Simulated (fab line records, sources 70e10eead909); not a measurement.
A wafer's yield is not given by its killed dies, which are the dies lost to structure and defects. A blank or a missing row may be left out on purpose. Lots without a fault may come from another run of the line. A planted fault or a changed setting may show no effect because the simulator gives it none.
Struck lot and sound lot, side by side | flow nand-harc | 18 steps out of a route of 1159
Sound: these wafers, L731.2, L731.3, L731.6. The struck wafers were L741.1, L741.3, L741.5. At the end, the cause is stated.
For every step that has rows: the tool of each side, followed by ch and its chambers, followed by its first start. Under that, the readings that differ: sound wafers | struck wafers | difference of the means | sigmas: that difference in standard deviations of wafers without a fault.
alike: same words and numbers on both sides, and readings whose means sit less than 2 such deviations apart. not compared: any withheld reading, any reading some wafer has no value for, any bound like >300 that may hide the same value, and any number with overlapping values for which the record gives no deviation.
Wherever a step has rows on one side only, a row that says differs or no value, or a row with sigmas, the two part there. When numbers do not overlap yet have no deviation, they are printed without sigmas and do not part them. Lack of a reading on every wafer of one side parts them only where that side has two or more wafers.

NHARC_P_ZERO_WELL_CD_MEAS_24 targets a cd of 720 nm.
  sound on cd-sem-03 ch 0, day 3 08:35; struck on cd-sem-02 ch 0, day 5 20:53
  alike: cd-nm
then, 1 step without rows for these wafers: NHARC_P_ZERO_WELL_HARDBAKE_25 (time 80 s).
NHARC_P_ZERO_WELL_DESCUM_26: chemistry O2, time 3 s.
  sound on rie-diel-01 ch 1,2,3, day 3 08:44; struck on rie-diel-01 ch 0,2,3, day 5 21:04
  alike: drypump-motor-current-A, oes-product-au, rf-vpp-V, showerhead-plenum-p-Torr, throttle-valve-pct
  not compared: rf-hours-counter-h
then, 9 steps without rows for these wafers: NHARC_P_ZERO_WELL_IMPLANT_27; NHARC_P_ZERO_WELL_IMPLANT_57; NHARC_P_ZERO_WELL_IMPLANT_58; NHARC_P_ZERO_WELL_STRIP_28 (strips in SPM, time 840 s); NHARC_P_ZERO_WELL_DEHYDRATE_29 (time 120 s); NHARC_P_ZERO_WELL_HMDS_30 (time 30 s); NHARC_P_ZERO_WELL_COAT_31; NHARC_P_ZERO_WELL_SOFTBAKE_32 (time 95 s); NHARC_P_ZERO_WELL_EBR_33.
NHARC_P_ZERO_WELL_EXPOSE_34: exposes mask P PWELL, target cd 720 nm.
  sound on krf-scanner-01 ch 0, day 3 09:56; struck on krf-scanner-03 ch 0, day 5 22:16
  reading              | sound                | struck               | difference | sigmas
  exposure-dose-mJ-cm2 | 22.282 22.328 22.290 | 20.031 19.998 20.051 | -2.273     | -99 or more
  alike: mask, reticle-temp-C
then, 2 steps without rows for these wafers: NHARC_P_ZERO_WELL_PEB_35 (peb time 85 s); NHARC_P_ZERO_WELL_DEVELOP_36 (time 70 s).
NHARC_P_ZERO_WELL_CD_MEAS_37 targets a cd of 720 nm.
  sound on cd-sem-03 ch 0, day 3 10:05; struck on cd-sem-03 ch 0, day 5 22:25
  reading    | sound             | struck            | difference | sigmas
  cd-nm (nm) | 720.4 720.2 717.4 | 701.1 700.7 703.2 | -17.7      | -8
then, 1 step without rows for these wafers: NHARC_P_ZERO_WELL_HARDBAKE_38 (time 80 s).
NHARC_END_SORT_01:
  the record has rows for the sound wafers here (prober-01 ch 0, day 21 10:43) and none for the struck ones

== WHERE THEY PART ==
Earliest at NHARC_P_ZERO_WELL_EXPOSE_34; latest, in this record, at NHARC_END_SORT_01.

WHY: whatever the simulator had introduced
Process parameters drifting: krf-scanner-03 at NHARC_P_ZERO_WELL_EXPOSE_34, beginning at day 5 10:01. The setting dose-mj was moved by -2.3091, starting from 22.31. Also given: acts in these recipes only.
